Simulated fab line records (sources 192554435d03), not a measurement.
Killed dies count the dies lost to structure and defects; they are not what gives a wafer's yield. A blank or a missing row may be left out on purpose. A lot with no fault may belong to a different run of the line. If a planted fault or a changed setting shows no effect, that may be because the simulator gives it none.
Struck lot and sound lot, side by side | flow n5Finfet | 18 steps out of a route of 1938
Sound: these wafers, L218.1, L218.3, L218.4. Struck: wafers L205.3, L205.5 (left out: L205.4, a lot-mate that was not struck); the cause follows at the end.
Order at every step that has rows: each side's tool, ch and its chambers, its first start. Under that, the readings that differ: sound wafers | struck wafers | difference of the means | sigmas: that difference in standard deviations of wafers without a fault.
alike: words and numbers the same on both sides, and readings whose means are apart by under 2 such deviations; not compared: readings that were withheld, readings missing a value for some wafer, numbers with overlapping values and no deviation given by the record, and bounds like >300 which may hide the same value.
The two part at a step that has a row with sigmas, a row that says differs or no value, or rows on one side only. Numbers that have no deviation but don't overlap get no sigmas and don't part them. Lack of a reading on every wafer of one side parts them only where that side has two or more wafers.

N5_BEOL_M1_ANNEAL_82: time 240 s.
  sound on pvdSputter-01, day 11 13:04; struck on pvdSputter-01, day 8 10:30
  alike: heaterPowerW
then, 7 steps without rows for these wafers: N5_BEOL_M1_SPUTTER_86 (material Cu, target thk 4.5 nm, time 8.29 s); N5_BEOL_M1_ANNEAL_87 (time 240 s); N5_BEOL_M1_SPUTTER_88 (material Cu, target thk 4.5 nm, time 8.29 s); N5_BEOL_M1_ANNEAL_89 (time 240 s); N5_BEOL_M1_SPUTTER_90 (material Cu, target thk 4.5 nm, time 8.29 s); N5_BEOL_M1_ANNEAL_91 (time 240 s); N5_BEOL_M1_SPUTTER_92 (material Cu, target thk 4.5 nm, time 8.29 s).
N5_BEOL_M1_ANNEAL_93: time 240 s.
  sound on pvdSputter-01, day 11 13:57; struck on pvdSputter-01, day 8 11:23
  alike: heaterPowerW
then, 1 step without rows for these wafers: N5_BEOL_M1_SPUTTER_94 (material Cu, target thk 4.5 nm, time 8.29 s).
N5_BEOL_M1_ANNEAL_95: time 240 s.
  sound on pvdSputter-01, day 11 14:10; struck on pvdSputter-01, day 8 11:36
  alike: heaterPowerW
N5_BEOL_M1_SPUTTER_96: material Cu, target thk 4.5 nm, time 8.29 s.
  sound on pvdSputter-01, day 11 14:19; struck on pvdSputter-01, day 8 11:44
  alike: throttleValvePct
N5_BEOL_M1_ECD_50: material Cu, target thk 300 nm.
  sound on ecdCu-01 ch 0,1, day 11 14:26; struck on ecdCu-02 ch 0,1, day 8 11:53
reading                               | sound             | struck      | difference | sigmas
model.Cu_of_BEOL_M1_ECD_50.thkNm (nm) | 300.8 302.8 299.4 | 406.4 405.6 | +105.0     | 
N5_BEOL_M1_ANNEAL_51: time 90 s.
  sound on rtpAnneal-01 ch 0, day 11 14:31; struck on rtpAnneal-02 ch 0, day 8 12:02
  alike: annealTempCMax, wafer_temp_C_max
N5_BEOL_M1_CMP_52: polishes, stops on SiOC, t overpolish 6.8 s, target thk 40 nm.
  sound on cmp-04 ch 0,1,3, day 11 14:49; struck on cmp-02 ch 2, day 8 12:16
reading             | sound          | struck    | difference | sigmas
timeToEndpointS (s) | 62.0 64.6 63.4 | 82.4 84.1 | +19.9      | +8
  alike: motorCurrentA, platenRpm
N5_BEOL_M1_THK_MEAS_53: measures by xrf.
  sound on filmMetro-01, day 11 15:07; struck on filmMetro-02, day 8 12:32
  alike: M1_THK
-- a jump in the record: the struck wafers' starts before and after are 2 days apart (it breaks off in module BEOL_M1 and resumes in module BEOL_M4, where the first step shown is number 1111 of the route) --
N5_BEOL_M4_RC_MEAS_101:
  sound on prober-02 ch 0, day 14 01:26; struck on prober-01 ch 0, day 10 22:42
reading        | sound                | struck        | difference | sigmas
IOFF_P (nA/um) | 0.155 0.139 0.175    | 0.224 0.201   | +0.056     | +2
ION_N (uA/um)  | 659 651 659          | 676 682       | +23        | +2
ION_P (uA/um)  | 449 442 454          | 468 468       | +20        | +3
VT_N (mV)      | 254.6 257.0 252.8    | 248.5 249.0   | -6.1       | -2
VT_P (mV)      | -258.7 -256.1 -252.4 | -247.6 -251.6 | +6.1       | +2
  alike: DIBL_N, DIBL_P, IOFF_N, SS_N, SS_P
N5_PASSIVATION_PROBE_49:
  rows exist in the record for the sound wafers here (prober-02, day 18 18:23), none for the struck ones

## WHERE THEY PART
Last at N5_PASSIVATION_PROBE_49 as far as this record goes, first at N5_BEOL_M1_CMP_52.

WHY: what had been put in by the simulator
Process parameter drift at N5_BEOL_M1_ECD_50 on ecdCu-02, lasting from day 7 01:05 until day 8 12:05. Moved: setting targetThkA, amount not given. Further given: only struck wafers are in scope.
